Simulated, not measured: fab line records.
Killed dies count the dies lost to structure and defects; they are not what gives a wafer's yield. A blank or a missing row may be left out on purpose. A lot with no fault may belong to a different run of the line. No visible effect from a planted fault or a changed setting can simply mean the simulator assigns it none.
Matching of chambers | flow n5-finfet | N5_HKMG_FIN_PWFM_ALD_03 on ald-metal-03: 4 sister chambers
The step deposits TiN, target thk 2 nm, pulse time 1 s, purge time 3 s. 8 wafers are shown with their chamber, then 7 later ones without.

## WAFERS PAIRED WITH THEIR CHAMBERS
wafer  | chamber | heater-power-w (W) | precursor-pulse-height-rel
L075.1 | 0       | 855                | 1.001
L075.2 | 1       | 1047               | 1.029
L076.3 | 0       | 832                | 1.015
L079.4 | 3       | 933                | 0.992
L080.4 | 3       | 959                | 1.007
L080.6 | 2       | 1033               | 1.001
L082.2 | 2       | 1056               | 1.006
L082.3 | 1       | 1050               | 0.988

## WAFERS WHOSE CHAMBER IS MISSING
wafer  | heater-power-w (W) | precursor-pulse-height-rel
L082.6 | 928                | 0.999
L090.2 | 1045               | 0.997
L090.3 | 1068               | 1.017
L090.5 | 1049               | 0.965
L096.1 | 856                | 1.007
L096.5 | 852                | 0.998
L096.6 | 1056               | 1.021

## WHICH CHAMBER EACH ONE RAN IN
wafer  | from the rows above     | in truth
L082.6 | 3                       | 3
L090.2 | can't be placed: 2 or 1 | 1
L090.3 | can't be placed: 1 or 2 | 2
L090.5 | can't be placed: 2 or 1 | 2
L096.1 | 0                       | 0
L096.5 | 0                       | 0
L096.6 | can't be placed: 1 or 2 | 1
3 of 7 placed correctly. Can't be placed from these rows: 4 (the true chamber is among the candidates in 4). Number placed wrongly: 0.
How it was worked out, from the rows above alone: a wafer's distance from a chamber is the root of the sum, over the readings, of the square of ((its reading less the chamber's mean) divided by the reading's scatter). If the next closest chamber is less than 2 further off than the closest, the wafer can't be placed; otherwise it belongs to the closest. For every chamber, the mean is computed from those of its wafers that are shown. The scatter: the root of (the sum of the squares of (reading less its chamber's mean) over the shown wafers, divided by (wafers less chambers)).
